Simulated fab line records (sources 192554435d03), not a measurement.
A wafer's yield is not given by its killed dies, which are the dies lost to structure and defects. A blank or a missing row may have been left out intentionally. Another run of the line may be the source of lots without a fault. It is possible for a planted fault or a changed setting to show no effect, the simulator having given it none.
Matching of chambers || flow n5 finfet || 4 sister chambers for N5_HKMG_FIN_ETCH_32 on rie diel-06
The step etches SOC in N2/H2, target depth 240 nm, time 300 s. 24 wafers are shown with their chamber, then 12 later ones without.

== WAFERS, EACH WITH ITS CHAMBER ==
{"wafer": "L078.1", "chamber": 1, "showerhead plenum p Torr (Torr)": 2.48, "throttle valve pct (%)": 17.82, "oes product au (a.u.)": 0.85}
{"wafer": "L078.2", "chamber": 3, "showerhead plenum p Torr (Torr)": 2.50, "throttle valve pct (%)": 18.12, "oes product au (a.u.)": 0.68}
{"wafer": "L078.3", "chamber": 0, "showerhead plenum p Torr (Torr)": 2.49, "throttle valve pct (%)": 17.85, "oes product au (a.u.)": 0.87}
{"wafer": "L078.4", "chamber": 2, "showerhead plenum p Torr (Torr)": 2.43, "throttle valve pct (%)": 18.15, "oes product au (a.u.)": 0.73}
{"wafer": "L078.5", "chamber": 3, "showerhead plenum p Torr (Torr)": 2.50, "throttle valve pct (%)": 18.11, "oes product au (a.u.)": 0.68}
{"wafer": "L078.6", "chamber": 0, "showerhead plenum p Torr (Torr)": 2.49, "throttle valve pct (%)": 17.84, "oes product au (a.u.)": 0.87}
{"wafer": "L082.1", "chamber": 3, "showerhead plenum p Torr (Torr)": 2.50, "throttle valve pct (%)": 18.14, "oes product au (a.u.)": 0.68}
{"wafer": "L082.3", "chamber": 0, "showerhead plenum p Torr (Torr)": 2.49, "throttle valve pct (%)": 17.85, "oes product au (a.u.)": 0.86}
{"wafer": "L082.6", "chamber": 1, "showerhead plenum p Torr (Torr)": 2.48, "throttle valve pct (%)": 17.82, "oes product au (a.u.)": 0.84}
{"wafer": "L085.1", "chamber": 1, "showerhead plenum p Torr (Torr)": 2.48, "throttle valve pct (%)": 17.85, "oes product au (a.u.)": 0.84}
{"wafer": "L085.2", "chamber": 2, "showerhead plenum p Torr (Torr)": 2.43, "throttle valve pct (%)": 18.20, "oes product au (a.u.)": 0.72}
{"wafer": "L085.5", "chamber": 0, "showerhead plenum p Torr (Torr)": 2.49, "throttle valve pct (%)": 17.86, "oes product au (a.u.)": 0.86}
{"wafer": "L091.2", "chamber": 3, "showerhead plenum p Torr (Torr)": 2.49, "throttle valve pct (%)": 17.74, "oes product au (a.u.)": 0.95}
{"wafer": "L091.4", "chamber": 2, "showerhead plenum p Torr (Torr)": 2.42, "throttle valve pct (%)": 18.20, "oes product au (a.u.)": 0.71}
{"wafer": "L091.5", "chamber": 3, "showerhead plenum p Torr (Torr)": 2.49, "throttle valve pct (%)": 17.73, "oes product au (a.u.)": 0.94}
{"wafer": "L092.1", "chamber": 3, "showerhead plenum p Torr (Torr)": 2.49, "throttle valve pct (%)": 17.74, "oes product au (a.u.)": 0.93}
{"wafer": "L092.4", "chamber": 0, "showerhead plenum p Torr (Torr)": 2.48, "throttle valve pct (%)": 17.92, "oes product au (a.u.)": 0.84}
{"wafer": "L092.6", "chamber": 3, "showerhead plenum p Torr (Torr)": 2.49, "throttle valve pct (%)": 17.76, "oes product au (a.u.)": 0.95}
{"wafer": "L093.1", "chamber": 3, "showerhead plenum p Torr (Torr)": 2.49, "throttle valve pct (%)": 17.73, "oes product au (a.u.)": 0.93}
{"wafer": "L093.2", "chamber": 2, "showerhead plenum p Torr (Torr)": 2.42, "throttle valve pct (%)": 18.22, "oes product au (a.u.)": 0.71}
{"wafer": "L093.3", "chamber": 1, "showerhead plenum p Torr (Torr)": 2.47, "throttle valve pct (%)": 17.88, "oes product au (a.u.)": 0.82}
{"wafer": "L093.4", "chamber": 0, "showerhead plenum p Torr (Torr)": 2.48, "throttle valve pct (%)": 17.90, "oes product au (a.u.)": 0.84}
{"wafer": "L093.5", "chamber": 3, "showerhead plenum p Torr (Torr)": 2.49, "throttle valve pct (%)": 17.74, "oes product au (a.u.)": 0.93}
{"wafer": "L093.6", "chamber": 0, "showerhead plenum p Torr (Torr)": 2.48, "throttle valve pct (%)": 17.89, "oes product au (a.u.)": 0.83}

SIGNATURES (means of the wafers above)
{"reading": "showerhead plenum p Torr", "chamber 0": 2.4857, "chamber 1": 2.4775, "chamber 2": 2.4250, "chamber 3": 2.4933, "scatter within a chamber": 0.00523}
{"reading": "throttle valve pct", "chamber 0": 17.8729, "chamber 1": 17.8425, "chamber 2": 18.1925, "chamber 3": 17.8678, "scatter within a chamber": 0.124}
{"reading": "oes product au", "chamber 0": 0.8529, "chamber 1": 0.8375, "chamber 2": 0.7175, "chamber 3": 0.8522, "scatter within a chamber": 0.0825}
Rule: for each reading, subtract the chamber's mean from the wafer's reading, divide by that reading's scatter and square the result; add these up over the readings and take the root, which gives the wafer's distance from the chamber. The wafer belongs to the nearest chamber; if the next one is less than 2 further off, it can't be placed. How the scatter is found: for the shown wafers, subtract from each reading the mean of its chamber, square and add these, divide the total by (wafers less chambers), then take the root.

== WAFERS WHOSE CHAMBER IS MISSING ==
{"wafer": "L094.1", "showerhead plenum p Torr (Torr)": 2.49, "throttle valve pct (%)": 17.75, "oes product au (a.u.)": 0.92}
{"wafer": "L094.2", "showerhead plenum p Torr (Torr)": 2.48, "throttle valve pct (%)": 17.92, "oes product au (a.u.)": 0.83}
{"wafer": "L094.5", "showerhead plenum p Torr (Torr)": 2.42, "throttle valve pct (%)": 18.22, "oes product au (a.u.)": 0.70}
{"wafer": "L095.2", "showerhead plenum p Torr (Torr)": 2.48, "throttle valve pct (%)": 17.90, "oes product au (a.u.)": 0.83}
{"wafer": "L095.3", "showerhead plenum p Torr (Torr)": 2.42, "throttle valve pct (%)": 18.21, "oes product au (a.u.)": 0.70}
{"wafer": "L095.5", "showerhead plenum p Torr (Torr)": 2.47, "throttle valve pct (%)": 17.90, "oes product au (a.u.)": 0.81}
{"wafer": "L096.1", "showerhead plenum p Torr (Torr)": 2.47, "throttle valve pct (%)": 17.88, "oes product au (a.u.)": 0.81}
{"wafer": "L096.2", "showerhead plenum p Torr (Torr)": 2.41, "throttle valve pct (%)": 18.22, "oes product au (a.u.)": 0.70}
{"wafer": "L096.3", "showerhead plenum p Torr (Torr)": 2.47, "throttle valve pct (%)": 17.93, "oes product au (a.u.)": 0.83}
{"wafer": "L096.4", "showerhead plenum p Torr (Torr)": 2.48, "throttle valve pct (%)": 17.76, "oes product au (a.u.)": 0.91}
{"wafer": "L096.5", "showerhead plenum p Torr (Torr)": 2.48, "throttle valve pct (%)": 17.76, "oes product au (a.u.)": 0.92}
{"wafer": "L096.6", "showerhead plenum p Torr (Torr)": 2.41, "throttle valve pct (%)": 18.24, "oes product au (a.u.)": 0.70}

== WHICH CHAMBER EACH WENT THROUGH ==
{"wafer": "L094.1", "from the rows above": "can't be placed: 3 or 0 or 1", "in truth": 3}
{"wafer": "L094.2", "from the rows above": "can't be placed: 1 or 0 or 3", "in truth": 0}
{"wafer": "L094.5", "from the rows above": 2, "in truth": 2}
{"wafer": "L095.2", "from the rows above": "can't be placed: 1 or 0 or 3", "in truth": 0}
{"wafer": "L095.3", "from the rows above": 2, "in truth": 2}
{"wafer": "L095.5", "from the rows above": "can't be placed: 1 or 0", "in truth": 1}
{"wafer": "L096.1", "from the rows above": "can't be placed: 1 or 0", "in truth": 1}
{"wafer": "L096.2", "from the rows above": 2, "in truth": 2}
{"wafer": "L096.3", "from the rows above": "can't be placed: 1 or 0", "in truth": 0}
{"wafer": "L096.4", "from the rows above": "can't be placed: 1 or 0 or 3", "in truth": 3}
{"wafer": "L096.5", "from the rows above": "can't be placed: 1 or 0 or 3", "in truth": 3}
{"wafer": "L096.6", "from the rows above": 2, "in truth": 2}
Placed correctly: 4 of 12. Cannot be placed on the basis of these rows: 8; the candidates contain the true chamber in 8. Number placed wrongly: 0.
